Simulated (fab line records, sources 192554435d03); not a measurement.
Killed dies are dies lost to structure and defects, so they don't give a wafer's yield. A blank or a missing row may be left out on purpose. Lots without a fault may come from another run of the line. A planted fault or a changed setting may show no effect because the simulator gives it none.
A struck lot beside a sound one | flow n5_finfet | 36 steps out of a route of 1938
Sound: wafers L905.2, L905.3, L905.6. Struck: wafers L897.2, L897.5, L897.6. The cause comes at the end.
At each step with rows: each side's tool, then ch and its chambers, then its first start. Under that, the readings that differ: sound wafers | struck wafers | difference of the means | sigmas: that difference in standard deviations of wafers without a fault.
alike: readings whose means differ by less than 2 such deviations, and words and numbers that are the same on both sides. not compared: withheld readings, readings that some wafer has no value for, bounds like >300 that may hide the same value, and numbers for which the record gives no deviation and whose values overlap.
The two part at a step that has a row with sigmas, a row that says differs or no value, or rows on one side only. Numbers that don't overlap but have no deviation are shown without sigmas and don't part them. A reading that every wafer of one side lacks parts them only if that side has two wafers or more.

first, 9 steps without rows for these wafers: N5_BEOL_M4_ANNEAL_95 (time 240 s); N5_BEOL_M4_SPUTTER_96 (material Cu, target thk 4.5 nm, time 8.29 s); N5_BEOL_M4_ECD_50 (material Cu, target thk 300 nm); N5_BEOL_M4_ANNEAL_51 (time 90 s); N5_BEOL_M4_CMP_52 (polishes, stops on SiOC, t overpolish 6.8 s, target thk 40 nm); N5_BEOL_M4_PRE_CLEAN_60 (time 15 s); N5_BEOL_M4_CO_CAP_55 (material Co, precursor CCTBA/H2, target thk 2 nm, time 102.1 s); N5_BEOL_M4_PRE_CLEAN_56 (time 15 s); N5_BEOL_M4_DEP_57 (deposits SiCN from 3MS/NH3, target thk 8 nm, time 14 s).
N5_BEOL_M4_RC_MEAS_101:
  sound on prober-02 ch 0, day 14 08:44; struck on prober-01 ch 0, day 11 15:24
  reading        | sound             | struck            | difference | sigmas
  DIBL_N (mV/V)  | 32.1 34.7 35.4    | 38.5 38.5 38.3    | +4.4       | +3
  DIBL_P (mV/V)  | 32.0 35.8 36.2    | 39.4 40.3 40.2    | +5.3       | +3
  IOFF_N (nA/um) | 0.105 0.149 0.154 | 0.208 0.212 0.207 | +0.073     | +3
  IOFF_P (nA/um) | 0.19 0.24 0.25    | 0.28 0.31 0.32    | +0.08      | +2
  alike: ION_N, ION_P, SS_N, SS_P, VT_N, VT_P
then, 24 steps without rows for these wafers: N5_BEOL_M5_ILD_DEP_00 (deposits SiCOH lowk from DEMS/porogen, target thk 140.64 nm, time 25.9 s); N5_BEOL_M5_CURE_79 (cures SiCOH lowk, time 240 s); N5_BEOL_M5_PECVD_70 (deposits SiO2 from TEOS/O2, target thk 16 nm, time 18 s); N5_BEOL_M5_HM_DEP_02 (deposits TiN, target thk 20 nm); N5_BEOL_M5_COAT_59 (time 60 s, resist thk 60 nm); N5_BEOL_M5_COAT_60 (time 60 s, resist thk 12 nm); N5_BEOL_M5_COAT_71 (time 60 s, resist thk 5 nm); N5_BEOL_M5_COAT_05 (resist thk 30 nm); N5_BEOL_M5_EBR_07; N5_BEOL_M5_SOFTBAKE_06 (time 60 s); N5_BEOL_M5_EXPOSE_08 (exposes mask M5, target cd 28 nm); N5_BEOL_M5_PEB_09 (peb time 60 s); N5_BEOL_M5_DEVELOP_10 (develop time 30 s); N5_BEOL_M5_DESCUM_16 (chemistry O2, time 7 s); N5_BEOL_M5_ETCH_72 (etches underlayer in N2/H2, target depth 6.5 nm, time 5.2 s); N5_BEOL_M5_ETCH_61 (etches SiARC in CF4, target depth 15.6 nm, time 26 s); N5_BEOL_M5_ETCH_62 (etches SOC in N2/H2, target depth 75 nm, overetch 15 nm, time 112.5 s); N5_BEOL_M5_STRIP_63 (strips in N2/H2); N5_BEOL_M5_STRIP_73 (strips in N2/H2); N5_BEOL_M5_STRIP_64 (strips in CF4); N5_BEOL_M5_HM_OPEN_17 (chemistry Cl2/BCl3, target TiN, target depth 20 nm, overetch 6 nm); N5_BEOL_M5_STRIP_19 (strips in O2); N5_BEOL_M5_COAT_65 (time 60 s, resist thk 60 nm); N5_BEOL_M5_COAT_66 (time 60 s, resist thk 12 nm).
-- the record jumps here: 4 days lie between the struck wafers' starts before and after (it left off in module BEOL_M5 and takes up again in module PASSIVATION, whose first step shown is number 1936 of the route) --
N5_PASSIVATION_SPUTTER_20: material TaN, target thk 50 nm.
  sound on pvd_sputter-02, day 19 00:29; struck on pvd_sputter-02, day 15 20:42
  no value came back on the struck wafers for chamber_pressure_pa (Pa), substrate_temp_c (C), throttle_valve_pct (%); on the sound wafers chamber_pressure_pa (Pa) reads 0.4007 0.3998 0.4006
N5_PASSIVATION_PROBE_49:
  the record has rows for the struck wafers here (prober-01, day 16 02:20) and none for the sound ones

WHERE THEY PART
First at N5_BEOL_M4_RC_MEAS_101; last, within this record, at N5_PASSIVATION_PROBE_49.

WHY: what the simulator had put in
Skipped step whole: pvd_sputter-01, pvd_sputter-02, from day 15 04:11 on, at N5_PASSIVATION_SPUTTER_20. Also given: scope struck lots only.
